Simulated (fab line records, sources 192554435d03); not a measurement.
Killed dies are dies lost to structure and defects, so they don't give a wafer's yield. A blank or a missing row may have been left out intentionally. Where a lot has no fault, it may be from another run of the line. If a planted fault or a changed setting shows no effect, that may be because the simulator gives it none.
Split-lot trial || flow n5 finfet || 7 lots, 39 wafers read, on a route of 1938 steps

THE SPLIT ITSELF
At N5_BEOL_M3_TRENCH_ETCH_37 (etches SiOC in C4F6/O2, target depth 55.555 nm, time 29.2 s), the setting time s was moved away from the recipe's 29.2 s on 15 of the 39 wafers read, by -36.9% to +57.0%. All remaining wafers had this setting at the recipe value.

FROM THE SPLIT TO THE READING: what the file shows between them, 2 steps
- N5_BEOL_M3_ETCH_41: etches SiCN in CH3F/O2, target depth 29.9 nm, time 52.5 s
- N5_BEOL_M3_STRIP_97: strips in N2/H2, time 10 s

THE READING
trench depth nm, in nm, at N5_BEOL_M3_OCD_MEAS_38. Typical for fault-free wafers on this fab line: 55.4 nm, with standard deviation 1.2 nm.

{"wafer": "L077.1", "tool, chamber at the split": "rie diel-02, 2", "time s as run, s": 36.91, "against the recipe": "+26.4%", "trench depth nm, nm": 67.9, "against lot-mates on the recipe": "+12.7"}
{"wafer": "L077.2", "tool, chamber at the split": "rie diel-02, 3", "time s as run, s": 36.91, "against the recipe": "+26.4%", "trench depth nm, nm": 69.4, "against lot-mates on the recipe": "+14.2"}
{"wafer": "L077.3", "tool, chamber at the split": "rie diel-02, 0", "time s as run, s": 29.2, "against the recipe": "recipe", "trench depth nm, nm": 55.4, "against lot-mates on the recipe": "-"}
{"wafer": "L077.4", "tool, chamber at the split": "rie diel-02, 2", "time s as run, s": 29.2, "against the recipe": "recipe", "trench depth nm, nm": 54.6, "against lot-mates on the recipe": "-"}
{"wafer": "L077.5", "tool, chamber at the split": "rie diel-02, 3", "time s as run, s": 36.91, "against the recipe": "+26.4%", "trench depth nm, nm": 69.6, "against lot-mates on the recipe": "+14.4"}
{"wafer": "L077.6", "tool, chamber at the split": "rie diel-02, 0", "time s as run, s": 29.2, "against the recipe": "recipe", "trench depth nm, nm": 55.7, "against lot-mates on the recipe": "-"}
{"wafer": "L079.1", "tool, chamber at the split": "rie diel-03, 2", "time s as run, s": 29.2, "against the recipe": "recipe", "trench depth nm, nm": 55.3, "against lot-mates on the recipe": "-"}
{"wafer": "L079.2", "tool, chamber at the split": "rie diel-03, 1", "time s as run, s": 38.59, "against the recipe": "+32.2%", "trench depth nm, nm": 74.3, "against lot-mates on the recipe": "+19.4"}
{"wafer": "L079.3", "tool, chamber at the split": "rie diel-03, 3", "time s as run, s": 29.2, "against the recipe": "recipe", "trench depth nm, nm": 53.4, "against lot-mates on the recipe": "-"}
{"wafer": "L079.4", "tool, chamber at the split": "rie diel-03, 0", "time s as run, s": 29.2, "against the recipe": "recipe", "trench depth nm, nm": 55.9, "against lot-mates on the recipe": "-"}
{"wafer": "L079.5", "tool, chamber at the split": "rie diel-03, 0", "time s as run, s": 38.59, "against the recipe": "+32.2%", "trench depth nm, nm": 75.1, "against lot-mates on the recipe": "+20.2"}
{"wafer": "L079.6", "tool, chamber at the split": "rie diel-03, 3", "time s as run, s": 38.59, "against the recipe": "+32.2%", "trench depth nm, nm": 70.5, "against lot-mates on the recipe": "+15.6"}
{"wafer": "L081.1", "tool, chamber at the split": "rie diel-06, 0", "time s as run, s": 29.2, "against the recipe": "recipe", "trench depth nm, nm": 57.3, "against lot-mates on the recipe": "-"}
{"wafer": "L081.2", "tool, chamber at the split": "rie diel-06, 3", "time s as run, s": 29.2, "against the recipe": "recipe", "trench depth nm, nm": 55.7, "against lot-mates on the recipe": "-"}
{"wafer": "L081.3", "tool, chamber at the split": "rie diel-06, 1", "time s as run, s": 29.2, "against the recipe": "recipe", "trench depth nm, nm": 55.1, "against lot-mates on the recipe": "-"}
{"wafer": "L081.4", "tool, chamber at the split": "rie diel-06, 2", "time s as run, s": 29.2, "against the recipe": "recipe", "trench depth nm, nm": 54.5, "against lot-mates on the recipe": "-"}
{"wafer": "L081.5", "tool, chamber at the split": "rie diel-06, 1", "time s as run, s": 29.2, "against the recipe": "recipe", "trench depth nm, nm": 55.6, "against lot-mates on the recipe": "-"}
{"wafer": "L081.6", "tool, chamber at the split": "rie diel-06, 0", "time s as run, s": 29.2, "against the recipe": "recipe", "trench depth nm, nm": 57.3, "against lot-mates on the recipe": "-"}
{"wafer": "L086.3", "tool, chamber at the split": "rie diel-06, 3", "time s as run, s": 29.2, "against the recipe": "recipe", "trench depth nm, nm": 55.5, "against lot-mates on the recipe": "-"}
{"wafer": "L086.4", "tool, chamber at the split": "rie diel-06, 0", "time s as run, s": 29.2, "against the recipe": "recipe", "trench depth nm, nm": 56.5, "against lot-mates on the recipe": "-"}
{"wafer": "L086.6", "tool, chamber at the split": "rie diel-06, 0", "time s as run, s": 29.2, "against the recipe": "recipe", "trench depth nm, nm": 56.7, "against lot-mates on the recipe": "-"}
{"wafer": "L087.1", "tool, chamber at the split": "rie diel-03, 0", "time s as run, s": 29.2, "against the recipe": "recipe", "trench depth nm, nm": 57.2, "against lot-mates on the recipe": "-"}
{"wafer": "L087.2", "tool, chamber at the split": "rie diel-03, 2", "time s as run, s": 18.42, "against the recipe": "-36.9%", "trench depth nm, nm": 34.5, "against lot-mates on the recipe": -20.8}
{"wafer": "L087.3", "tool, chamber at the split": "rie diel-03, 3", "time s as run, s": 29.2, "against the recipe": "recipe", "trench depth nm, nm": 53.3, "against lot-mates on the recipe": "-"}
{"wafer": "L087.4", "tool, chamber at the split": "rie diel-03, 3", "time s as run, s": 18.42, "against the recipe": "-36.9%", "trench depth nm, nm": 33.7, "against lot-mates on the recipe": -21.6}
{"wafer": "L087.5", "tool, chamber at the split": "rie diel-03, 2", "time s as run, s": 29.2, "against the recipe": "recipe", "trench depth nm, nm": 55.4, "against lot-mates on the recipe": "-"}
{"wafer": "L087.6", "tool, chamber at the split": "rie diel-03, 0", "time s as run, s": 18.42, "against the recipe": "-36.9%", "trench depth nm, nm": 36.6, "against lot-mates on the recipe": -18.7}
{"wafer": "L088.1", "tool, chamber at the split": "rie diel-06, 0", "time s as run, s": 29.2, "against the recipe": "recipe", "trench depth nm, nm": 55.9, "against lot-mates on the recipe": "-"}
{"wafer": "L088.2", "tool, chamber at the split": "rie diel-06, 1", "time s as run, s": 37.88, "against the recipe": "+29.7%", "trench depth nm, nm": 71.9, "against lot-mates on the recipe": "+15.9"}
{"wafer": "L088.3", "tool, chamber at the split": "rie diel-06, 3", "time s as run, s": 29.2, "against the recipe": "recipe", "trench depth nm, nm": 55.5, "against lot-mates on the recipe": "-"}
{"wafer": "L088.4", "tool, chamber at the split": "rie diel-06, 2", "time s as run, s": 37.88, "against the recipe": "+29.7%", "trench depth nm, nm": 69.9, "against lot-mates on the recipe": "+13.9"}
{"wafer": "L088.5", "tool, chamber at the split": "rie diel-06, 3", "time s as run, s": 37.88, "against the recipe": "+29.7%", "trench depth nm, nm": 73.1, "against lot-mates on the recipe": "+17.1"}
{"wafer": "L088.6", "tool, chamber at the split": "rie diel-06, 0", "time s as run, s": 29.2, "against the recipe": "recipe", "trench depth nm, nm": 56.7, "against lot-mates on the recipe": "-"}
{"wafer": "L097.1", "tool, chamber at the split": "rie diel-03, 3", "time s as run, s": 29.2, "against the recipe": "recipe", "trench depth nm, nm": 52.9, "against lot-mates on the recipe": "-"}
{"wafer": "L097.2", "tool, chamber at the split": "rie diel-03, 1", "time s as run, s": 29.2, "against the recipe": "recipe", "trench depth nm, nm": 55.5, "against lot-mates on the recipe": "-"}
{"wafer": "L097.3", "tool, chamber at the split": "rie diel-03, 2", "time s as run, s": 45.84, "against the recipe": "+57.0%", "trench depth nm, nm": 86.2, "against lot-mates on the recipe": "+31.5"}
{"wafer": "L097.4", "tool, chamber at the split": "rie diel-03, 0", "time s as run, s": 45.84, "against the recipe": "+57.0%", "trench depth nm, nm": 89.9, "against lot-mates on the recipe": "+35.2"}
{"wafer": "L097.5", "tool, chamber at the split": "rie diel-03, 1", "time s as run, s": 29.2, "against the recipe": "recipe", "trench depth nm, nm": 55.7, "against lot-mates on the recipe": "-"}
{"wafer": "L097.6", "tool, chamber at the split": "rie diel-03, 2", "time s as run, s": 45.84, "against the recipe": "+57.0%", "trench depth nm, nm": 86.5, "against lot-mates on the recipe": "+31.8"}

FIT RESULTS
A straight line over all 39 wafers: trench depth nm changes by +0.554 nm for each +1% of time s; r = +0.99; the points scatter about the line by 1.4 nm.
The same after taking each lot's own level away (the mean of its wafers on the recipe; 39 wafers): +0.56 nm for each +1%; r = +0.99; scatter 1.3 nm.
Per that fit: largest time s move, reading shift of 32 nm.
The lots' own levels span 54.70 to 56.23 nm, that is 1.3 times the standard deviation above.
Consequently the slope shifts little with the lot-to-lot level, the two slopes agreeing.
Check: for one of the wafers moved furthest among these (+57.0%), held out of the fit, the line's prediction against its lot-mates is +31.9 nm. Against them it came out at +31.5 nm.

OTHER SPLITS ON THESE WAFERS
Before the reading, these wafers also passed through other splits. Each is held against what the fit with the lots' levels taken away leaves over:
{"other split on the same wafers": "N5_FIN_SAQP_HM_DEP_03 target thk a", "wafers away from the commonest value": 15, "r with trench depth nm (lot level and that fit taken away)": -0.20}
{"other split on the same wafers": "N5_SD_EPI_N_ETCH_16 target depth a", "wafers away from the commonest value": 18, "r with trench depth nm (lot level and that fit taken away)": -0.12}
{"other split on the same wafers": "N5_HKMG_FIN_DESCUM_17 time s", "wafers away from the commonest value": 9, "r with trench depth nm (lot level and that fit taken away)": "+0.13"}
{"other split on the same wafers": "N5_MOL_CONTACT_COAG_ETCH_124 target depth a", "wafers away from the commonest value": 9, "r with trench depth nm (lot level and that fit taken away)": "+0.03"}

THE WHOLE CHAIN: every reading that the file lists as answering this split, in the file's order
{"step": "N5_BEOL_M3_TRENCH_ETCH_37", "what it does": "etches SiOC in C4F6/O2, target depth 55.555 nm, time 29.2 s", "reading": "etch.depth nm (the simulator's own value, which no gauge read)", "change (the file's fit)": "+0.557 nm for each +1% of the setting", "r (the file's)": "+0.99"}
{"step": "N5_BEOL_M3_TRENCH_ETCH_37", "what it does": "etches SiOC in C4F6/O2, target depth 55.555 nm, time 29.2 s", "reading": "BEOL_M3.feature depth nm (the simulator's own value, which no gauge read)", "change (the file's fit)": "+0.557 nm for each +1% of the setting", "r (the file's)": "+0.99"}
{"step": "N5_BEOL_M3_TRENCH_ETCH_37", "what it does": "etches SiOC in C4F6/O2, target depth 55.555 nm, time 29.2 s", "reading": "TiN_of_BEOL_M3_HM_DEP_02.thk nm (the simulator's own value, which no gauge read)", "change (the file's fit)": "-0.0239 nm for each +1% of the setting", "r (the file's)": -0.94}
{"step": "N5_BEOL_M3_OCD_MEAS_38", "what it does": "", "reading": "trench depth nm", "change (the file's fit)": "+0.559 nm for each +1% of the setting", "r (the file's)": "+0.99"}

THE FILE'S OWN FIT
trench depth nm changes by +0.559 nm for each +1% of time s, r = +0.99.
